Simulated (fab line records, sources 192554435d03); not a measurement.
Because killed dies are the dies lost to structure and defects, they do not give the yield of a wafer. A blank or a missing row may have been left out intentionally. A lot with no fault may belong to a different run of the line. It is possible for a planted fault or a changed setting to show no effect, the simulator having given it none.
The tool behind it: which one? -- flow n5 finfet -- 30 wafers from 10 lots sampled at 2 of the route's 1938 steps

WHAT THE GAUGES READ, wafer by wafer
N5_FIN_SAQP_THK_MEAS_07.
lot,measured,on,thk nm (nm)
L815,day 2 04:40,film metro-01,59.0 60.8 62.6
L817,day 2 15:25,film metro-01,59.3 60.2 61.8
L819,day 3 03:00,film metro-01,58.0 60.1 60.7
L825,day 4 15:29,film metro-01,58.6 60.1 61.3
L826,day 4 20:53,film metro-01,59.3 59.1 60.1
L828,day 5 09:00,film metro-01,59.7 60.9 60.7
L832,day 6 09:22,film metro-01,59.0 59.0 60.8
L833,day 6 17:13,film metro-02,60.7 59.7 60.9
L834,day 6 21:59,film metro-02,59.2 60.0 61.9
L836,day 7 10:31,film metro-02,59.7 61.8 61.3

WHAT TOOL EACH LOT RAN ON (gives the tool, then ch and the chambers of the sampled wafers, and finally the start)
lot,N5_FIN_SAQP_HM_DEP_03
L815,"pecvd-02 ch 0,1, day 2 04:17"
L817,"pecvd-01 ch 0,1,2, day 2 15:03"
L819,"pecvd-02 ch 0,1,2, day 3 02:43"
L825,"pecvd-02 ch 0,2, day 4 15:11"
L826,"pecvd-02 ch 0,2, day 4 20:35"
L828,"pecvd-01 ch 1,2, day 5 08:43"
L832,"pecvd-02 ch 0,1,2, day 6 09:05"
L833,"pecvd-03 ch 0,1, day 6 16:55"
L834,"pecvd-01 ch 0,1,2, day 6 21:42"
L836,"pecvd-03 ch 0,2, day 7 10:14"
- N5_FIN_SAQP_HM_DEP_03: deposits SiNx from SiH4/NH3/N2, target thk 38 nm, time 33.6 s.

THE ANSWER, worked out from the rows above alone
Rule: the usual values come from the lots themselves. Put in order of their means at a reading, lots are off if they are a third of the lots or fewer, leave a main group of 4 or more, and stand apart from it by a gap of 3 or more times the standard deviation of the main group's means; of several such gaps the widest counts. Not used: any main group whose means are identical at the precision the tables above print for the reading. A lot without any number at a reading at which 4 lots or more have one is off too. Where the step has rows for the other lots, those lots are counted as sound.
No lot is off on any of the readings shown, so nothing can be concluded from this.

WHAT THE SIMULATOR HAD INSERTED
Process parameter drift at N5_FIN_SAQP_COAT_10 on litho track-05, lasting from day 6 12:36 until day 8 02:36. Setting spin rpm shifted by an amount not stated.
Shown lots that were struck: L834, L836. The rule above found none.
